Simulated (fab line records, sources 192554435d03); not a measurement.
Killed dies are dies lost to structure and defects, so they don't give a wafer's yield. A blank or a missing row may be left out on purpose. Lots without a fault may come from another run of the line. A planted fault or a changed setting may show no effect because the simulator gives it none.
Split-lot experiment | flow n5_finfet | 7 lots, 21 wafers read, on a route of 1938 steps

THE SPLIT
At N5_FIN_SAQP_FIN_ETCH_36 (etches the open film in HBr/Cl2/O2, target depth 120 nm, time 50.4 s), the setting icp_w was moved away from the recipe's 800 W on 7 of the 21 wafers read, by -16.5% to -8.5%. The other wafers ran this setting at the recipe's value.

FROM THE SPLIT TO THE READING: what the file shows between them, 3 steps
- N5_FIN_SAQP_PRECLEAN_38: cleans in O3/DIW, time 45 s
- N5_FIN_SAQP_PRECLEAN_45: cleans in dHF, time 10 s
- N5_FIN_SAQP_SRD_39: time 30 s

THE READING
trench_depth_nm, in nm, at N5_FIN_SAQP_OCD_MEAS_76. Fault-free wafers of this fab line usually give 119.6 nm, standard deviation 1.3 nm.

wafer  | tool, chamber at the split | icp_w as run, W | against the recipe | trench_depth_nm, nm | against lot-mates on the recipe
L074.1 | rie_si-06, 2               | 800             | recipe             | 119.8               | -
L074.2 | rie_si-06, 0               | 732             | -8.5%              | 112.5               | -7.3
L074.6 | rie_si-06, 0               | 732             | -8.5%              | 112.5               | -7.3
L076.1 | rie_si-05, 2               | 667.7           | -16.5%             | 110.6               | -8.7
L076.3 | rie_si-05, 1               | 667.7           | -16.5%             | 110.7               | -8.6
L076.6 | rie_si-05, 0               | 800             | recipe             | 119.3               | -
L078.3 | rie_si-04, 3               | 800             | recipe             | 118.8               | -
L078.4 | rie_si-04, 2               | 800             | recipe             | 119.8               | -
L078.6 | rie_si-04, 0               | 800             | recipe             | 119.4               | -
L080.1 | rie_si-06, 0               | 800             | recipe             | 119.0               | -
L080.3 | rie_si-06, 1               | 800             | recipe             | 120.5               | -
L080.5 | rie_si-06, 3               | 800             | recipe             | 120.4               | -
L081.1 | rie_si-04, 2               | 800             | recipe             | 118.2               | -
L081.2 | rie_si-04, 1               | 800             | recipe             | 122.1               | -
L081.6 | rie_si-04, 2               | 800             | recipe             | 119.1               | -
L088.2 | rie_si-05, 1               | 720.3           | -10.0%             | 115.4               | no lot-mate on the recipe
L088.3 | rie_si-05, 0               | 720.3           | -10.0%             | 114.1               | no lot-mate on the recipe
L088.5 | rie_si-05, 2               | 720.3           | -10.0%             | 114.7               | no lot-mate on the recipe
L097.2 | rie_si-04, 1               | 800             | recipe             | 120.8               | -
L097.3 | rie_si-04, 2               | 800             | recipe             | 118.9               | -
L097.5 | rie_si-04, 0               | 800             | recipe             | 118.5               | -

THE FIT
A straight line over all 21 wafers: trench_depth_nm changes by +0.562 nm for each +1% of icp_w; r = +0.94; the points scatter about the line by 1.2 nm.
The same after taking each lot's own level away (the mean of its wafers on the recipe; 18 wafers): +0.582 nm for each +1%; r = +0.94; scatter 1.3 nm.
On that fit, the largest move of icp_w shifts the reading by 9.6 nm.
The lots' own levels span 119.30 to 119.97 nm, that is 0.5 times the standard deviation above.
So the lot-to-lot level changes the slope little: the two slopes agree.
Check: with one of the wafers moved furthest among these (-16.5%) left out of the fit, the line predicts -10.5 nm for it against its lot-mates. It came out at -8.7 nm against them.

OTHER SPLITS ON THESE WAFERS
These wafers also went through other splits before the reading. Each is held against what the fit with the lots' levels taken away leaves over:
other split on the same wafers | wafers away from the commonest value | r with trench_depth_nm (lot level and that fit taken away)
N5_WELL_APT_PEB_06 peb_time_s  | 3                                    | +0.24
N5_FIN_SAQP_HM_DEP_03 time_s   | 3                                    | +0.33
N5_FIN_SAQP_COAT_49 time_s     | 7                                    | -0.19

THE WHOLE CHAIN: every reading that the file lists as answering this split, in the file's order
step                    | what it does                                                         | reading                                                                    | change (the file's fit)               | r (the file's)
N5_FIN_SAQP_FIN_ETCH_36 | etches the open film in HBr/Cl2/O2, target depth 120 nm, time 50.4 s | etch.depth_nm (the simulator's own value, which no gauge read)             | +0.57 nm for each +1% of the setting  | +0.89
N5_FIN_SAQP_FIN_ETCH_36 | etches the open film in HBr/Cl2/O2, target depth 120 nm, time 50.4 s | FIN_SAQP.feature_depth_nm (the simulator's own value, which no gauge read) | +0.567 nm for each +1% of the setting | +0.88
N5_FIN_SAQP_OCD_MEAS_76 |                                                                      | trench_depth_nm                                                            | +0.594 nm for each +1% of the setting | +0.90

THE FILE'S OWN FIT
trench_depth_nm changes by +0.594 nm for each +1% of icp_w, r = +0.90.
